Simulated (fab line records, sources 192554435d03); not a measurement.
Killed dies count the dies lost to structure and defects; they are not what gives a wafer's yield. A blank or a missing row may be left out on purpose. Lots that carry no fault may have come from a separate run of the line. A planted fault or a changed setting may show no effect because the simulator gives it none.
fab line records	flow n5-finfet	part 1 of 2: steps 1 to 18 of 30
[record] lots = 5	wafers = 15	last-day = 17
route steps=1938 shown HKMG_FIN@389
lots with no fault: from the same line, run without faults
start-h: the number of hours between the record's first day and the start of the first shown wafer of the lot	wait-h: hours since the lot's step before	" identical to the entry in the row above	L1.1+2: a single row standing in for several wafers	- no value, or no start was given	* or withheld: withheld	< > ~ a bound
route shown NAME@n: NAME is a module with steps in the file, n the number in the route of the first one	usual: average and standard deviation across the fault-free wafers	same: alike in all rows	chamber/n: place in a boat	sites: readings site by site	_std_site: standard deviation across them	_edge_site: outer sites' mean less inner sites'	radius-mm: for every site, how far away it sits from the centre of the wafer	mask NAME#n: copy n	behind: the tool/chamber that last shaped the wafer	hold: why the lot was held/for how many hours/how that ended	device: the transistor (n, p or np) that didn't switch	end of line: tests of these same wafers at the route's end	a step with no rows: only its recipe	killed: dies lost to structure and defects at the first sort, not the wafer's yield	map: a wafer's dies, x killed, . not, _ none there
set.NAME: the setting the step ran with; set.NAME@STEP: the setting that earlier step ran with	model.NAME: the simulator's own value behind a step, which no gauge read
a table for each step, a row for each wafer; lots at some steps of the route
services: when a tool's chamber went out of use (start-h, in hours from the record's first day, below 0 if earlier), for how many hours, and the reason
[[steps]]
[step N5_HKMG_FIN_ALD_75]
[recipe] material = Al2O3	target-thk-a = 10	temp-c = 150	ald-precursor-family = TMA	ald-co-reactant = H2O	pulse-time-s = withheld	co-reactant-pulse-time-s = 1
[usual] heater-power-w = 155/16	precursor-pulse-height-rel = 0.999/0.019
lot.wafer	tool	chamber	start-h	wait-h	heater-power-w	precursor-pulse-height-rel
L081.1	ald-hk-03	1	114.06	0.0	143	0.983
L081.3	"	3	"	"	169	0.961
L081.6	"	1	"	"	136	1.005
L082.2	ald-hk-02	1	120.53	0.0	184	0.988
L082.4	"	2	"	"	152	0.987
L082.5	"	2	"	"	157	1.038
L092.3	ald-hk-03	2	182.06	0.0	157	0.998
L092.4	"	0	"	"	157	1.037
L092.6	"	1	"	"	138	1.015
L094.1	ald-hk-01	2	193.46	0.0	144	1.015
L094.5	"	0	"	"	131	1.008
L094.6	"	3	"	"	158	1.000
L097.2	ald-hk-03	3	210.91	0.0	173	1.026
L097.4	"	1	"	"	136	0.997
L097.6	"	3	"	"	174	0.974
[step N5_HKMG_FIN_COAT_41]
[recipe] resist = SOC	temp-c = 250	time-s = 60	spin-rpm = 1500	resist-thk-nm = 300
[usual] chill-plate-temp-C = 23.01/0.11	spin-speed-rpm = 1500.1/0.96
lot.wafer	tool	chamber	start-h	wait-h	chill-plate-temp-C	spin-speed-rpm
L081.1	litho-track-04	0	114.16	-	23.00	1499.0
L081.3	"	0	"	"	22.95	1501.4
L081.6	"	0	"	"	23.05	1500.3
L082.2	litho-track-05	0	120.63	-	23.06	1498.9
L082.4	"	0	"	"	23.10	1499.9
L082.5	"	0	"	"	23.18	1499.7
L092.3	litho-track-01	0	182.16	-	22.71	1500.4
L092.4	"	0	"	"	22.79	1499.0
L092.6	"	0	"	"	22.66	1501.2
L094.1	litho-track-01	0	193.56	-	23.10	1501.8
L094.5	"	0	"	"	23.09	1500.1
L094.6	"	0	"	"	23.08	1501.1
L097.2	litho-track-05	0	211.01	-	23.18	1501.4
L097.4	"	0	"	"	23.04	1501.3
L097.6	"	0	"	"	23.11	1500.6
[step N5_HKMG_FIN_COAT_42]
[recipe] resist = SiARC	temp-c = 220	time-s = 60	spin-rpm = 1500	resist-thk-nm = 35
[usual] chill-plate-temp-C = 23.02/0.11	spin-speed-rpm = 1500.1/0.88
lot.wafer	tool	chamber	start-h	wait-h	chill-plate-temp-C	spin-speed-rpm
L081.1	litho-track-04	0	-	-	22.89	1500.5
L081.3	"	0	"	"	23.05	1499.6
L081.6	"	0	"	"	22.98	1500.5
L082.2	litho-track-05	0	-	-	23.14	1501.9
L082.4	"	0	"	"	22.98	1500.8
L082.5	"	0	"	"	23.09	1499.4
L092.3	litho-track-01	0	-	-	22.96	1501.4
L092.4	"	0	"	"	23.17	1498.7
L092.6	"	0	"	"	22.96	1501.5
L094.1	litho-track-01	0	-	-	22.91	1499.7
L094.5	"	0	"	"	23.11	1501.0
L094.6	"	0	"	"	23.15	1499.4
L097.2	litho-track-05	0	-	-	23.18	1501.3
L097.4	"	0	"	"	23.02	1499.9
L097.6	"	0	"	"	23.06	1500.9
[step N5_HKMG_FIN_COAT_43]
[recipe] resist = CAR-ArF	spin-rpm = 1500	resist-thk-nm = 90
[usual] chill-plate-temp-C = 23.01/0.1	spin-speed-rpm = 1499.7/0.94
lot.wafer	tool	chamber	start-h	wait-h	chill-plate-temp-C	spin-speed-rpm
L081.1	litho-track-04	0	-	-	23.11	1500.9
L081.3	"	0	"	"	22.97	1501.1
L081.6	"	0	"	"	22.80	1498.5
L082.2	litho-track-05	0	-	-	23.04	1499.7
L082.4	"	0	"	"	23.04	1500.5
L082.5	"	0	"	"	23.01	1498.0
L092.3	litho-track-01	0	-	-	23.09	1497.7
L092.4	"	0	"	"	22.93	1498.8
L092.6	"	0	"	"	23.07	1498.1
L094.1	litho-track-01	0	-	-	22.98	1499.1
L094.5	"	0	"	"	22.89	1499.7
L094.6	"	0	"	"	22.92	1499.6
L097.2	litho-track-05	0	-	-	22.98	1500.5
L097.4	"	0	"	"	23.00	1500.1
L097.6	"	0	"	"	22.81	1498.7
[step N5_HKMG_FIN_EBR_45]
[recipe] solvent = PGMEA	ebr-width-mm = 1.5
[usual] chill-plate-temp-C = 22.99/0.096
lot.wafer	tool	chamber	start-h	wait-h	chill-plate-temp-C
L081.1	litho-track-04	0	-	-	22.98
L081.3	"	0	"	"	23.02
L081.6	"	0	"	"	23.07
L082.2	litho-track-05	0	-	-	22.82
L082.4	"	0	"	"	23.06
L082.5	"	0	"	"	22.96
L092.3	litho-track-01	0	-	-	22.90
L092.4	"	0	"	"	23.18
L092.6	"	0	"	"	22.96
L094.1	litho-track-01	0	-	-	23.06
L094.5	"	0	"	"	22.95
L094.6	"	0	"	"	23.02
L097.2	litho-track-05	0	-	-	23.07
L097.4	"	0	"	"	23.13
L097.6	"	0	"	"	23.12
[step N5_HKMG_FIN_SOFTBAKE_44]
[recipe] temp-c = 110	time-s = 60	resist = CAR-ArF
[usual] chill-plate-temp-C = 23.00/0.1
lot.wafer	tool	chamber	start-h	wait-h	chill-plate-temp-C
L081.1	litho-track-04	0	-	-	22.83
L081.3	"	0	"	"	22.82
L081.6	"	0	"	"	22.96
L082.2	litho-track-05	0	-	-	23.04
L082.4	"	0	"	"	22.89
L082.5	"	0	"	"	22.92
L092.3	litho-track-01	0	-	-	22.93
L092.4	"	0	"	"	22.86
L092.6	"	0	"	"	22.93
L094.1	litho-track-01	0	-	-	22.91
L094.5	"	0	"	"	22.95
L094.6	"	0	"	"	22.97
L097.2	litho-track-05	0	-	-	23.01
L097.4	"	0	"	"	23.01
L097.6	"	0	"	"	22.95
[step N5_HKMG_FIN_EXPOSE_46]
[recipe] mask-id = NDIPOLE	na = 1.35	source-shape = conventional	sigma-outer = 0.8	polarization = unpolarized	dose-mj = 40
[usual] exposure-dose-mJ-cm2 = 39.97/0.051
[same] na = 1.35
lot.wafer	tool	chamber	start-h	wait-h	mask	exposure-dose-mJ-cm2
L081.1	arfi-scanner-01	0	114.28	-	NDIPOLE#0	39.96
L081.3	"	0	"	"	NDIPOLE#0	39.96
L081.6	"	0	"	"	NDIPOLE#0	39.93
L082.2	arfi-scanner-01	0	120.75	-	NDIPOLE#0	39.94
L082.4	"	0	"	"	NDIPOLE#0	39.92
L082.5	"	0	"	"	NDIPOLE#0	39.86
L092.3	arfi-scanner-01	0	182.42	-	NDIPOLE#0	40.07
L092.4	"	0	"	"	NDIPOLE#0	39.99
L092.6	"	0	"	"	NDIPOLE#0	40.02
L094.1	arfi-scanner-01	0	193.81	-	NDIPOLE#0	39.97
L094.5	"	0	"	"	NDIPOLE#0	40.02
L094.6	"	0	"	"	NDIPOLE#0	39.93
L097.2	arfi-scanner-03	0	211.14	-	NDIPOLE#0	39.94
L097.4	"	0	"	"	NDIPOLE#0	39.93
L097.6	"	0	"	"	NDIPOLE#0	39.93
[step N5_HKMG_FIN_PEB_47]
[recipe] peb-temp-c = withheld	peb-time-s = 60	resist = CAR-ArF
[usual] chill-plate-temp-C = 23.00/0.12
lot.wafer	tool	chamber	start-h	wait-h	chill-plate-temp-C
L081.1	litho-track-04	0	114.34	0.1	22.83
L081.3	"	0	"	"	22.98
L081.6	"	0	"	"	22.87
L082.2	litho-track-04	0	120.80	0.0	23.07
L082.4	"	0	"	"	23.11
L082.5	"	0	"	"	23.04
L092.3	litho-track-01	0	182.46	0.0	23.08
L092.4	"	0	"	"	22.88
L092.6	"	0	"	"	22.79
L094.1	litho-track-04	0	193.86	0.1	22.97
L094.5	"	0	"	"	22.83
L094.6	"	0	"	"	23.02
L097.2	litho-track-05	0	211.19	0.0	22.94
L097.4	"	0	"	"	22.90
L097.6	"	0	"	"	22.88
[step N5_HKMG_FIN_DEVELOP_48]
[recipe] develop-time-s = 30	developer = TMAH	resist = CAR-ArF	rinse-liquid = diw	dry = air-spin	dev-temp-c = 23
[usual] chill-plate-temp-C = 22.98/0.1
[same] develop-time-s = 30
lot.wafer	tool	chamber	start-h	wait-h	chill-plate-temp-C
L081.1	litho-track-04	0	-	-	22.99
L081.3	"	0	"	"	23.10
L081.6	"	0	"	"	22.99
L082.2	litho-track-04	0	-	-	23.04
L082.4	"	0	"	"	22.85
L082.5	"	0	"	"	22.97
L092.3	litho-track-01	0	-	-	22.90
L092.4	"	0	"	"	23.04
L092.6	"	0	"	"	22.82
L094.1	litho-track-04	0	-	-	22.78
L094.5	"	0	"	"	22.86
L094.6	"	0	"	"	22.96
L097.2	litho-track-05	0	-	-	23.18
L097.4	"	0	"	"	22.94
L097.6	"	0	"	"	23.15
[step N5_HKMG_FIN_CD_MEAS_49]
[recipe] target-cd-nm = 202	landing-energy-ev = 500	detector = se-inlens	polarity = opening
[usual] cd-nm = 201.9/0.63
lot.wafer	tool	chamber	start-h	wait-h	cd-nm
L081.1	cd-sem-03	0	114.40	-	202.8
L081.3	"	0	"	"	202.3
L081.6	"	0	"	"	202.0
L082.2	cd-sem-03	0	120.87	-	201.9
L082.4	"	0	"	"	200.9
L082.5	"	0	"	"	202.1
L092.3	cd-sem-02	0	182.53	-	200.7
L092.4	"	0	"	"	201.1
L092.6	"	0	"	"	201.1
L094.1	cd-sem-02	0	193.93	-	202.4
L094.5	"	0	"	"	203.0
L094.6	"	0	"	"	202.3
L097.2	cd-sem-01	0	211.26	-	202.0
L097.4	"	0	"	"	202.6
L097.6	"	0	"	"	201.8
[step N5_HKMG_FIN_OVL_MEAS_50]
[recipe] points-per-wafer = 44
[usual] NDIPOLE_OVL = -0.3/0.83
lot.wafer	tool	chamber	start-h	wait-h	NDIPOLE_OVL[nm]
L081.1	overlay-02	0	114.43	0.0	-0.7
L081.3	"	0	"	"	-1.3
L081.6	"	0	"	"	-0.2
L082.2	overlay-01	0	120.90	0.0	0.8
L082.4	"	0	"	"	1.1
L082.5	"	0	"	"	-0.3
L092.3	overlay-01	0	182.56	0.0	0.2
L092.4	"	0	"	"	1.3
L092.6	"	0	"	"	1.0
L094.1	overlay-02	0	193.96	0.0	-0.6
L094.5	"	0	"	"	-0.6
L094.6	"	0	"	"	-1.2
L097.2	overlay-02	0	211.29	0.0	0.2
L097.4	"	0	"	"	-0.5
L097.6	"	0	"	"	-0.8
[step N5_HKMG_FIN_INSPECT_61]
[recipe] mode = adi	inspect-instrument = macro
[usual] raw-defect-count = 1.9/1.4
lot.wafer	tool	chamber	start-h	wait-h	raw-defect-count
L081.1	defect-inspect-01	-	114.46	0.0	4
L081.3	"	-	"	"	1
L081.6	"	-	"	"	6
L082.2	defect-inspect-01	-	120.93	0.0	2
L082.4	"	-	"	"	3
L082.5	"	-	"	"	3
L092.3	defect-inspect-01	-	182.58	0.0	1
L092.4	"	-	"	"	2
L092.6	"	-	"	"	0
L094.1	defect-inspect-01	-	193.98	0.0	2
L094.5	"	-	"	"	3
L094.6	"	-	"	"	1
L097.2	defect-inspect-02	-	211.31	0.0	1
L097.4	"	-	"	"	2
L097.6	"	-	"	"	3
[step N5_HKMG_FIN_DESCUM_53]
[recipe] chemistry = O2	time-s = 7.9	source-power-w = 50	bias-power-w = 20	pressure-mtorr = 20	rf-frequency-hz = 2.712e+07	temp-c = 40	resist = CAR-ArF	o2-flow-sccm = 225
[usual] drypump-motor-current-A = 5.6/0.55	oes-product-au = 0.80/0.083	rf-vpp-V = 243.5/1.4	showerhead-plenum-p-Torr = 2.12/0.081	throttle-valve-pct = 20.46/0.24
lot.wafer	tool	chamber	start-h	wait-h	drypump-motor-current-A	oes-product-au	rf-hours-counter-h	rf-vpp-V	showerhead-plenum-p-Torr	throttle-valve-pct
L081.1	rie-diel-03	2	114.73	0.3	5.7	0.73	185	240.6	1.99	20.59
L081.3	"	1	"	"	4.9	0.83	75	242.8	2.04	20.08
L081.6	"	3	"	"	5.8	0.69	-	243.3	2.16	20.78
L082.2	rie-diel-06	2	121.12	0.2	5.2	0.83	91	242.3	2.04	20.56
L082.4	"	3	"	"	4.9	0.85	59	242.8	2.04	20.15
L082.5	"	2	"	"	5.2	0.83	-	241.9	2.04	20.57
L092.3	rie-diel-01	2	182.62	0.0	5.1	0.77	112	245.0	2.19	20.71
L092.4	"	1	"	"	5.7	0.94	8	241.6	2.06	20.25
L092.6	"	2	"	"	5.1	0.78	-	245.2	2.19	20.70
L094.1	rie-diel-03	1	194.03	0.0	4.8	0.80	105	241.6	2.03	20.10
L094.5	"	1	"	"	4.8	0.79	-	241.7	2.03	20.11
L094.6	"	2	"	"	5.7	0.71	-	242.0	1.98	20.62
L097.2	rie-diel-03	3	211.34	0.0	5.8	0.92	26	242.6	2.15	20.48
L097.4	"	0	"	"	6.3	0.69	231	245.2	2.16	20.73
L097.6	"	3	"	"	5.8	0.92	-	243.3	2.15	20.48
[step N5_HKMG_FIN_ETCH_54]
[recipe] chemistry = CF4	target = SiARC	target-depth-a = 455	mask-material = CAR-ArF	time-s = 75.8	ion-energy-ev = 80	pressure-mtorr = 40	source-w = 545	bias-w = 36	Ar_flow_sccm = 100	cf4-flow-sccm = 100	ends = cleared
[usual] drypump-motor-current-A = 5.6/0.55	etch-rf-on-time-s = 75.8/1.8	oes-product-au = 0.68/0.07	rf-vpp-V = 184.3/1.4	showerhead-plenum-p-Torr = 2.16/0.078	throttle-valve-pct = 15.61/0.27
lot.wafer	tool	chamber	start-h	wait-h	drypump-motor-current-A	etch-rf-on-time-s	oes-product-au	rf-hours-counter-h	rf-vpp-V	showerhead-plenum-p-Torr	throttle-valve-pct
L081.1	rie-diel-03	2	114.77	0.0	5.7	77.3	0.61	185	182.2	2.06	15.81
L081.3	"	1	"	"	4.8	77.6	0.69	75	183.5	2.08	15.21
L081.6	"	3	"	"	5.8	77.6	0.57	-	185.1	2.19	15.95
L082.2	rie-diel-06	2	121.16	0.0	5.2	72.1	0.72	91	185.1	2.07	15.60
L082.4	"	3	"	"	4.9	75.4	0.72	59	183.2	2.08	15.17
L082.5	"	2	"	"	5.2	71.6	0.72	-	184.0	2.07	15.62
L092.3	rie-diel-01	2	182.65	0.0	5.1	78.1	0.66	112	186.3	2.24	15.88
L092.4	"	1	"	"	5.7	75.5	0.81	8	184.2	2.11	15.37
L092.6	"	2	"	"	5.1	79.2	0.66	-	186.2	2.24	15.89
L094.1	rie-diel-03	1	194.07	0.0	4.9	77.0	0.68	105	182.2	2.07	15.27
L094.5	"	1	"	"	4.9	76.0	0.68	-	181.1	2.07	15.26
L094.6	"	2	"	"	5.7	77.0	0.60	-	182.8	2.05	15.87
L097.2	rie-diel-03	3	211.38	0.0	5.8	77.2	0.77	26	184.3	2.18	15.51
L097.4	"	0	"	"	6.3	74.7	0.60	231	184.8	2.20	15.88
L097.6	"	3	"	"	5.8	77.0	0.78	-	183.6	2.18	15.51
[step N5_HKMG_FIN_ETCH_55]
[recipe] chemistry = N2/H2	target = SOC	target-depth-a = 2400	temp-c = 40	time-s = 300	ion-energy-ev = 200	mask-material = SiARC	pressure-mtorr = 30	source-w = 840	bias-w = 150	n2-flow-sccm = 200	h2-flow-sccm = 200
[usual] drypump-motor-current-A = 5.6/0.55	oes-product-au = 0.80/0.082	rf-vpp-V = 524.5/2.8	showerhead-plenum-p-Torr = 2.56/0.099	throttle-valve-pct = 17.84/0.27
lot.wafer	tool	chamber	start-h	wait-h	drypump-motor-current-A	oes-product-au	rf-hours-counter-h	rf-vpp-V	showerhead-plenum-p-Torr	throttle-valve-pct
L081.1	rie-diel-03	2	114.82	0.0	5.8	0.73	185	521.7	2.42	17.95
L081.3	"	1	"	"	4.8	0.82	75	521.3	2.46	17.38
L081.6	"	3	"	"	5.8	0.66	-	527.1	2.59	18.10
L082.2	rie-diel-06	2	121.21	0.0	5.2	0.84	91	522.0	2.47	18.01
L082.4	"	3	"	"	4.9	0.83	59	522.1	2.49	17.67
L082.5	"	2	"	"	5.2	0.83	-	521.3	2.47	18.00
L092.3	rie-diel-01	2	182.71	0.0	5.1	0.76	112	526.5	2.67	18.17
L092.4	"	1	"	"	5.7	0.93	8	523.6	2.50	17.67
L092.6	"	2	"	"	5.1	0.77	-	528.1	2.67	18.18
L094.1	rie-diel-03	1	194.12	0.0	4.8	0.79	105	521.6	2.45	17.43
L094.5	"	1	"	"	4.9	0.78	-	521.3	2.45	17.42
L094.6	"	2	"	"	5.8	0.71	-	520.5	2.41	18.02
L097.2	rie-diel-03	3	211.43	0.0	5.8	0.90	26	526.3	2.58	17.72
L097.4	"	0	"	"	6.3	0.70	231	524.2	2.62	18.14
L097.6	"	3	"	"	5.8	0.91	-	524.0	2.58	17.71
[step N5_HKMG_FIN_STRIP_56]
[recipe] chemistry = N2/H2	temp-c = 40	n2-flow-sccm = 200	h2-flow-sccm = 200	rf-frequency-hz = 6e+07
lot.wafer	tool	chamber	start-h	wait-h
L081.1+3+6	rie-diel-03	2,1,3	115.00	0.1
L082.2+4+5	rie-diel-06	2,3,2	121.39	0.1
L092.3+4+6	rie-diel-01	2,1,2	182.89	0.1
L094.1+5+6	rie-diel-03	1,1,2	194.31	0.1
L097.2+4+6	rie-diel-03	3,0,3	211.62	0.1
[step N5_HKMG_FIN_STRIP_57]
[recipe] chemistry = CF4	resist = SiARC	power-w = 300	bias-power-w = 75	pressure-mtorr = 50	cf4-flow-sccm = 150	rf-frequency-hz = 6e+07
[usual] drypump-motor-current-A = 5.6/0.55	oes-product-au = 0.79/0.078	rf-vpp-V = 271.3/1.6	showerhead-plenum-p-Torr = 1.81/0.066	throttle-valve-pct = 13.58/0.29
lot.wafer	tool	chamber	start-h	wait-h	drypump-motor-current-A	oes-product-au	rf-hours-counter-h	rf-vpp-V	showerhead-plenum-p-Torr	throttle-valve-pct
L081.1	rie-diel-03	2	115.01	0.0	5.7	0.72	185	269.5	1.73	13.80
L081.3	"	1	"	"	4.8	0.83	75	269.2	1.74	13.12
L081.6	"	3	"	"	5.8	0.68	-	272.7	1.83	14.00
L082.2	rie-diel-06	2	121.40	0.0	5.2	0.80	91	270.5	1.74	13.57
L082.4	"	3	"	"	4.9	0.83	59	269.5	1.75	13.16
L082.5	"	2	"	"	5.2	0.81	-	270.5	1.74	13.58
L092.3	rie-diel-01	2	182.90	0.0	5.1	0.79	112	273.1	1.87	13.82
L092.4	"	1	"	"	5.7	0.92	8	270.5	1.77	13.32
L092.6	"	2	"	"	5.1	0.78	-	273.7	1.87	13.80
L094.1	rie-diel-03	1	194.32	0.0	4.8	0.79	105	269.3	1.73	13.19
L094.5	"	1	"	"	4.8	0.79	-	270.1	1.73	13.22
L094.6	"	2	"	"	5.8	0.70	-	268.9	1.72	13.86
L097.2	rie-diel-03	3	211.63	0.0	5.8	0.90	26	270.9	1.83	13.47
L097.4	"	0	"	"	6.3	0.68	231	272.4	1.85	13.88
L097.6	"	3	"	"	5.8	0.90	-	269.9	1.83	13.46
[step N5_HKMG_FIN_ETCH_58]
[recipe] chemistry = N2/H2	target = SOC	target-depth-a = 2158	ion-energy-ev = 50	bias-w = 13	time-s = 741	pressure-mtorr = 30	source-w = 875	n2-flow-sccm = 200	h2-flow-sccm = 200
[usual] drypump-motor-current-A = 5.6/0.55	oes-product-au = 0.80/0.082	rf-vpp-V = 99.3/1	showerhead-plenum-p-Torr = 2.56/0.099	throttle-valve-pct = 17.80/0.27
lot.wafer	tool	chamber	start-h	wait-h	drypump-motor-current-A	oes-product-au	rf-hours-counter-h	rf-vpp-V	showerhead-plenum-p-Torr	throttle-valve-pct
L081.1	rie-diel-03	2	115.03	0.0	5.8	0.72	186	99.1	2.42	17.94
L081.3	"	1	"	"	4.8	0.82	75	97.4	2.46	17.32
L081.6	"	3	"	"	5.8	0.66	-	100.1	2.59	18.04
L082.2	rie-diel-06	2	121.42	0.0	5.2	0.83	91	98.9	2.47	17.97
L082.4	"	3	"	"	4.9	0.84	59	98.6	2.49	17.63
L082.5	"	2	"	"	5.2	0.83	-	98.1	2.47	17.97
L092.3	rie-diel-01	2	182.92	0.0	5.1	0.77	113	101.0	2.67	18.10
L092.4	"	1	"	"	5.7	0.95	8	97.5	2.50	17.63
L092.6	"	2	"	"	5.1	0.77	-	98.7	2.67	18.12
L094.1	rie-diel-03	1	194.34	0.0	4.8	0.78	106	98.5	2.45	17.37
L094.5	"	1	"	"	4.8	0.79	-	99.9	2.45	17.40
L094.6	"	2	"	"	5.8	0.69	-	99.2	2.41	17.97
L097.2	rie-diel-03	3	211.65	0.0	5.8	0.90	26	99.0	2.58	17.67
L097.4	"	0	"	"	6.3	0.70	231	99.3	2.62	18.09
L097.6	"	3	"	"	5.8	0.89	-	101.0	2.58	17.68
